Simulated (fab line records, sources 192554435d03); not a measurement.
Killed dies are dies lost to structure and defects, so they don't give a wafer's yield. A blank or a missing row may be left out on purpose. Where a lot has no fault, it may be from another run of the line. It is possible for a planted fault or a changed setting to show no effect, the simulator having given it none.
Lot-split experiment -- flow n5Finfet -- route with 1938 steps; 7 lots, 39 wafers read

## THE SPLIT
At N5_HKMG_FIN_HK_ALD_01 (deposits HfO2, target thk 1.6 nm, pulse time 3 s, purge time 3 s), the setting aldCycles was moved away from the recipe's 30 on 9 of the 39 wafers read, by -13.3% to +16.7%. All remaining wafers had this setting at the recipe value.

## FROM THE SPLIT TO THE READING: what the file shows between them, 5 steps
- N5_HKMG_FIN_ETCH_58: etches SOC in N2/H2, target depth 215.8 nm, time 741 s (also split here: biasW)
- N5_HKMG_FIN_STRIP_93: strips SOC in N2/H2, time 20 s
- N5_HKMG_FIN_WET_ETCH_76: etches Al2O3 in dNH4OH, stops on La2O3, target depth 2.25 nm, rinse time 30 s
- N5_HKMG_FIN_WET_ETCH_82: etches La2O3 in dHCl, stops on HfO2, target depth 2 nm, rinse time 30 s
- N5_HKMG_FIN_ALD_36: deposits TiN, target thk 1 nm, pulse time 1 s, purge time 3 s

## THE READING
HK_THK, in nm, at N5_HKMG_FIN_THK_MEAS_70 (measures by xrf). Typical for fault-free wafers on this fab line: 1.572 nm, with standard deviation 0.022 nm.

wafer,"tool, chamber at the split",aldCycles as run,against the recipe,"HK_THK, nm",against lot-mates on the recipe
L074.1,"aldHk-02, 3,1,3",30,recipe,1.605,-
L074.2,"aldHk-02, 0,2,2",35,+16.7%,1.797,+0.208
L074.3,"aldHk-02, 0,2,2",35,+16.7%,1.849,+0.260
L074.4,"aldHk-02, 3,1,3",30,recipe,1.564,-
L074.5,"aldHk-02, 0,2,2",35,+16.7%,1.845,+0.256
L074.6,"aldHk-02, 3,1,3",30,recipe,1.599,-
L081.2,"aldHk-02, 1,3,2",30,recipe,1.600,-
L081.4,"aldHk-02, 1,3,2",30,recipe,1.578,-
L081.5,"aldHk-02, 1,3,2",30,recipe,1.634,-
L084.1,"aldHk-03, 3,2,1,0,0,1",30,recipe,1.520,-
L084.2,"aldHk-03, 3,2,1,0,0,1",30,recipe,1.580,-
L084.3,"aldHk-03, 3,2,1,0,0,1",30,recipe,1.544,-
L084.4,"aldHk-03, 3,2,1,0,0,1",30,recipe,1.575,-
L084.5,"aldHk-03, 3,2,1,0,0,1",30,recipe,1.557,-
L084.6,"aldHk-03, 3,2,1,0,0,1",30,recipe,1.546,-
L093.1,"aldHk-01, 0,2,1",30,recipe,1.589,-
L093.2,"aldHk-01, 1,3,2",33,+10.0%,1.730,+0.145
L093.3,"aldHk-01, 0,2,1",30,recipe,1.564,-
L093.4,"aldHk-01, 1,3,2",33,+10.0%,1.728,+0.143
L093.5,"aldHk-01, 1,3,2",33,+10.0%,1.687,+0.102
L093.6,"aldHk-01, 0,2,1",30,recipe,1.603,-
L094.1,"aldHk-03, 1,3,0,2,1,2",30,recipe,1.578,-
L094.2,"aldHk-03, 1,3,0,2,1,2",30,recipe,1.538,-
L094.3,"aldHk-03, 1,3,0,2,1,2",30,recipe,1.566,-
L094.4,"aldHk-03, 1,3,0,2,1,2",30,recipe,1.589,-
L094.5,"aldHk-03, 1,3,0,2,1,2",30,recipe,1.566,-
L094.6,"aldHk-03, 1,3,0,2,1,2",30,recipe,1.563,-
L095.1,"aldHk-01, 0,2,3,1,3,2",30,recipe,1.558,-
L095.2,"aldHk-01, 0,2,3,1,3,2",30,recipe,1.559,-
L095.3,"aldHk-01, 0,2,3,1,3,2",30,recipe,1.578,-
L095.4,"aldHk-01, 0,2,3,1,3,2",30,recipe,1.566,-
L095.5,"aldHk-01, 0,2,3,1,3,2",30,recipe,1.579,-
L095.6,"aldHk-01, 0,2,3,1,3,2",30,recipe,1.549,-
L097.1,"aldHk-01, 0,2,2",30,recipe,1.582,-
L097.2,"aldHk-01, 1,3,3",26,-13.3%,1.383,-0.194
L097.3,"aldHk-01, 0,2,2",30,recipe,1.575,-
L097.4,"aldHk-01, 1,3,3",26,-13.3%,1.357,-0.220
L097.5,"aldHk-01, 1,3,3",26,-13.3%,1.365,-0.212
L097.6,"aldHk-01, 0,2,2",30,recipe,1.573,-
When a row names more than one chamber, that row covers several wafers, and the file does not tell which wafer ran in which chamber.

FIT RESULTS
A straight line over all 39 wafers: HK_THK changes by +0.0152 nm for each +1% of aldCycles; r = +0.98; the points scatter about the line by 0.022 nm.
The same after taking each lot's own level away (the mean of its wafers on the recipe; 39 wafers): +0.0146 nm for each +1%; r = +0.98; scatter 0.018 nm.
On that fit, the largest move of aldCycles shifts the reading by 0.24 nm.
Across the lots, their own levels run from 1.5537 to 1.6040 nm, a range of 2.3 times the standard deviation given above.
The two slopes are in agreement: the lot-to-lot level therefore moves the slope only a little.
Check: +0.248 nm against its lot-mates is what the line predicts for one of the wafers moved furthest among these (+16.7%) when that wafer is left out of the fit. It came out at +0.208 nm against them.

## THE OTHER SPLITS THESE WAFERS WENT THROUGH
Other splits were also applied to these wafers ahead of the reading. Each is held against what the fit with the lots' levels taken away leaves over:
other split on the same wafers,wafers away from the commonest value,r with HK_THK (lot level and that fit taken away)
N5_DUMMY_GATE_EXPOSE_12 doseMj,12,-0.03
N5_DUMMY_GATE_ETCH_37 sourceW,9,+0.03
N5_SD_EPI_N_LINER_46 targetThkA,18,+0.12
N5_HKMG_FIN_ETCH_58 biasW,12,+0.02

## THE FILE'S OWN FIT
HK_THK changes by +0.0146 nm for each +1% of aldCycles, r = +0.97.
